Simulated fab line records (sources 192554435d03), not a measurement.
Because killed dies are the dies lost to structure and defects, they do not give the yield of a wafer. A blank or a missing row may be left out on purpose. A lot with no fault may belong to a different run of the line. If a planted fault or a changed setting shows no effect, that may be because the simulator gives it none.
Split-lot experiment / flow n5Finfet / 21 wafers read from 7 lots, route of 1938 steps

## SPLIT DETAILS
At N5_MOL_CONTACT_COAG_PECVD_31 (deposits SiO2 from TEOS/O2, target thk 46 nm, time 8.9 s), the setting tempC was moved away from the recipe's 400 C on 5 of the 21 wafers read, by -2.3% to +3.4%. For the rest of the wafers, this setting stayed at what the recipe calls for.

## FROM THE SPLIT TO THE READING: what the file shows between them, 4 steps
- N5_MOL_CONTACT_COAG_COAT_75: time 60 s, resist thk 60 nm
- N5_MOL_CONTACT_COAG_COAT_76: time 60 s, resist thk 10 nm
- N5_MOL_CONTACT_COAG_ETCHBACK_135: etches SiO2 in CHF3, target depth 25 nm, time 16.7 s
- N5_MOL_CONTACT_COAG_STRIP_118: strips in CHF3

## THE READING
etch.depthNm (the simulator's own value, which no gauge read), in nm, at N5_MOL_CONTACT_COAG_VIA_ETCH_46 (etches SiO2 in C4F6/O2, target depth 46 nm, overetch 9.2 nm, time 40 s). The file does not state a usual value for it. The 16 wafers here that ran the recipe average 45.76 nm, standard deviation 0.56 nm.

wafer=L074.1; tool, chamber at the split=pecvd-03, 2; tempC as run, C=406.6; against the recipe=+1.6%; etch.depthNm, nm=43.2; against lot-mates on the recipe=-3.25
wafer=L074.3; tool, chamber at the split=pecvd-03, 1; tempC as run, C=406.6; against the recipe=+1.6%; etch.depthNm, nm=43.51; against lot-mates on the recipe=-2.94
wafer=L074.6; tool, chamber at the split=pecvd-03, 1; tempC as run, C=400; against the recipe=recipe; etch.depthNm, nm=46.45; against lot-mates on the recipe=-
wafer=L076.2; tool, chamber at the split=pecvd-04, 1; tempC as run, C=400; against the recipe=recipe; etch.depthNm, nm=45.36; against lot-mates on the recipe=-
wafer=L076.3; tool, chamber at the split=pecvd-04, 2; tempC as run, C=400; against the recipe=recipe; etch.depthNm, nm=44.93; against lot-mates on the recipe=-
wafer=L076.4; tool, chamber at the split=pecvd-04, 0; tempC as run, C=400; against the recipe=recipe; etch.depthNm, nm=45.87; against lot-mates on the recipe=-
wafer=L078.4; tool, chamber at the split=pecvd-03, 0; tempC as run, C=400; against the recipe=recipe; etch.depthNm, nm=46.29; against lot-mates on the recipe=-
wafer=L078.5; tool, chamber at the split=pecvd-03, 2; tempC as run, C=400; against the recipe=recipe; etch.depthNm, nm=44.93; against lot-mates on the recipe=-
wafer=L078.6; tool, chamber at the split=pecvd-03, 1; tempC as run, C=400; against the recipe=recipe; etch.depthNm, nm=45.57; against lot-mates on the recipe=-
wafer=L082.2; tool, chamber at the split=pecvd-01, 2; tempC as run, C=400; against the recipe=recipe; etch.depthNm, nm=46.1; against lot-mates on the recipe=-
wafer=L082.4; tool, chamber at the split=pecvd-01, 1; tempC as run, C=400; against the recipe=recipe; etch.depthNm, nm=46.59; against lot-mates on the recipe=-
wafer=L082.6; tool, chamber at the split=pecvd-01, 2; tempC as run, C=400; against the recipe=recipe; etch.depthNm, nm=46.76; against lot-mates on the recipe=-
wafer=L084.2; tool, chamber at the split=pecvd-01, 2; tempC as run, C=400; against the recipe=recipe; etch.depthNm, nm=45.37; against lot-mates on the recipe=-
wafer=L084.4; tool, chamber at the split=pecvd-01, 2; tempC as run, C=400; against the recipe=recipe; etch.depthNm, nm=45.76; against lot-mates on the recipe=-
wafer=L084.6; tool, chamber at the split=pecvd-01, 0; tempC as run, C=400; against the recipe=recipe; etch.depthNm, nm=45.62; against lot-mates on the recipe=-
wafer=L085.3; tool, chamber at the split=pecvd-01, 0; tempC as run, C=400; against the recipe=recipe; etch.depthNm, nm=46.08; against lot-mates on the recipe=-
wafer=L085.4; tool, chamber at the split=pecvd-01, 1; tempC as run, C=390.9; against the recipe=-2.3%; etch.depthNm, nm=49.16; against lot-mates on the recipe=+3.08
wafer=L085.5; tool, chamber at the split=pecvd-01, 0; tempC as run, C=390.9; against the recipe=-2.3%; etch.depthNm, nm=48.95; against lot-mates on the recipe=+2.87
wafer=L093.1; tool, chamber at the split=pecvd-03, 1; tempC as run, C=413.8; against the recipe=+3.4%; etch.depthNm, nm=40.69; against lot-mates on the recipe=-4.54
wafer=L093.4; tool, chamber at the split=pecvd-03, 0; tempC as run, C=400; against the recipe=recipe; etch.depthNm, nm=45.44; against lot-mates on the recipe=-
wafer=L093.6; tool, chamber at the split=pecvd-03, 2; tempC as run, C=400; against the recipe=recipe; etch.depthNm, nm=45.02; against lot-mates on the recipe=-

FIT RESULTS
A straight line over all 21 wafers: etch.depthNm changes by -1.46 nm for each +1% of tempC; r = -0.96; the points scatter about the line by 0.52 nm.
The same after taking each lot's own level away (the mean of its wafers on the recipe; 21 wafers): -1.42 nm for each +1%; r = -0.97; scatter 0.4 nm.
On that fit, the largest move of tempC shifts the reading by 4.9 nm.
The span of the lots' own levels, 45.230 to 46.483 nm, comes to 2.2 times the standard deviation stated above.
Hence the lot-to-lot level has little effect on the slope; both slopes agree.
Check: with one of the wafers moved furthest among these (+3.4%) left out of the fit, the line predicts -5.32 nm for it against its lot-mates. It came out at -4.54 nm against them.

## ADDITIONAL SPLITS CARRIED BY THESE WAFERS
Note: prior to the reading, these wafers also went through further splits. Each is held against what the fit with the lots' levels taken away leaves over:
other split on the same wafers=N5_MOL_CONTACT_COAG_EXPOSE_05 doseMj; wafers away from the commonest value=7; r with etch.depthNm (lot level and that fit taken away)=+0.44

## THE WHOLE CHAIN: every reading that the file lists as answering this split, in the file's order
step=N5_MOL_CONTACT_COAG_PECVD_31; what it does=deposits SiO2 from TEOS/O2, target thk 46 nm, time 8.9 s; reading=SiO2_of_MOL_CONTACT_COAG_PECVD_31.thkNm (the simulator's own value, which no gauge read); change (the file's fit)=-1.41 nm for each +1% of the setting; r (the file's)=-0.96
step=N5_MOL_CONTACT_COAG_VIA_ETCH_46; what it does=etches SiO2 in C4F6/O2, target depth 46 nm, overetch 9.2 nm, time 40 s; reading=etch.depthNm (the simulator's own value, which no gauge read); change (the file's fit)=-1.39 nm for each +1% of the setting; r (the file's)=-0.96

## THE FILE'S OWN FIT
etch.depthNm changes by -1.39 nm for each +1% of tempC, r = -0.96.
